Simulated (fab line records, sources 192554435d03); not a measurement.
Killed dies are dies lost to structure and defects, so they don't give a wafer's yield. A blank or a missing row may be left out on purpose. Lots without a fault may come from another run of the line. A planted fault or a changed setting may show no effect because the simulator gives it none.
Problem report in the 8D (eight disciplines) form, filled by code | flow n5_finfet | the parts of the form that need people (team, actions taken, sign-off) are left out

1. THE PROBLEM
barrier_field_endpoint_s at N5_BEOL_M15_CMP_49 reads a mean of 6.31 s on 3 wafers of 2 lots; wafers without a fault read 11.33 s with a standard deviation of 0.28. That is -18 standard deviations from the usual mean.
The step: polishes, stops on SiO2, t overpolish 4.9 s, target thk 850 nm.
First seen on wafer L342.3, day 14 04:01, on cmp-02. The record holds 34 wafers of 12 lots with a number at this step. Rule for "out", or "out of limits": more than 4 standard deviations from the usual mean. The other wafers with a number count as sound.

2. WHAT IT IS AND WHAT IT IS NOT
question                    | is                       | is not
which readings at this step | barrier_field_endpoint_s | motor_current_A, overpolish_run_s
which lots                  | L342, L345               | L330, L331, L333, L334, L335, L339, L340, L341, L349, L353
which wafers of those lots  | L342.3, L345.3, L345.6   | L342.1
read on which tools         | cmp-02                   | cmp-03, cmp-04
when                        | from day 14 04:01        | up to then (25 sound wafers); but 6 sound wafers of L349, L353 came after

3. SUSPECTS, AND WHAT RULES EACH OUT
Counting: a tool at a process step up to the reading stays a suspect if it ran every lot that is out. Sound lots after the first of them don't rule it out here, since some wafers of a struck lot are sound.
- cmp-02 at N5_BEOL_M15_CMP_49 (polishes, stops on SiO2, t overpolish 4.9 s, target thk 850 nm): kept. It ran every lot that is out, first L342 (day 14 04:01); its last sound lot up to then is L340 (day 13 19:39). Its own readings are out on those wafers: barrier_field_endpoint_s.
- Within cmp-02 at N5_BEOL_M15_CMP_49: the wafers that are out ran in chambers 2, 3; their sound lot-mates ran in chamber 1.
Left after counting: cmp-02 at N5_BEOL_M15_CMP_49.

4. THE CAUSE (what the simulator had put in)
Process parameter drift: cmp-02, from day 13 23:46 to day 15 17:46, at N5_BEOL_M15_CMP_49. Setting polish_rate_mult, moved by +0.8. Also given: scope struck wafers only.
Counting left only this tool.

5. THE CHAIN OF EFFECTS, in route order
Each row: a reading whose mean over the struck wafers that have a number lies more than 3 standard deviations from the usual. Only readings for which the record gives a usual standard deviation are gone through. hours: the time from each lot's start at the first step in this table that gives one to its start at this step, as a median over the lots. sigmas: the change in usual standard deviations.
hours | step               | reading                  | usual   | on struck wafers | change | sigmas
0     | N5_BEOL_M15_CMP_49 | barrier_field_endpoint_s | 11.33 s | 6.31             | -5.02  | -18
The process steps in it:
- N5_BEOL_M15_CMP_49: polishes, stops on SiO2, t overpolish 4.9 s, target thk 850 nm.

6. WHAT WOULD HAVE CAUGHT IT SOONER
In this record the first reading out of limits was taken at day 14 04:01, 4 hours after the fault began at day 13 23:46.
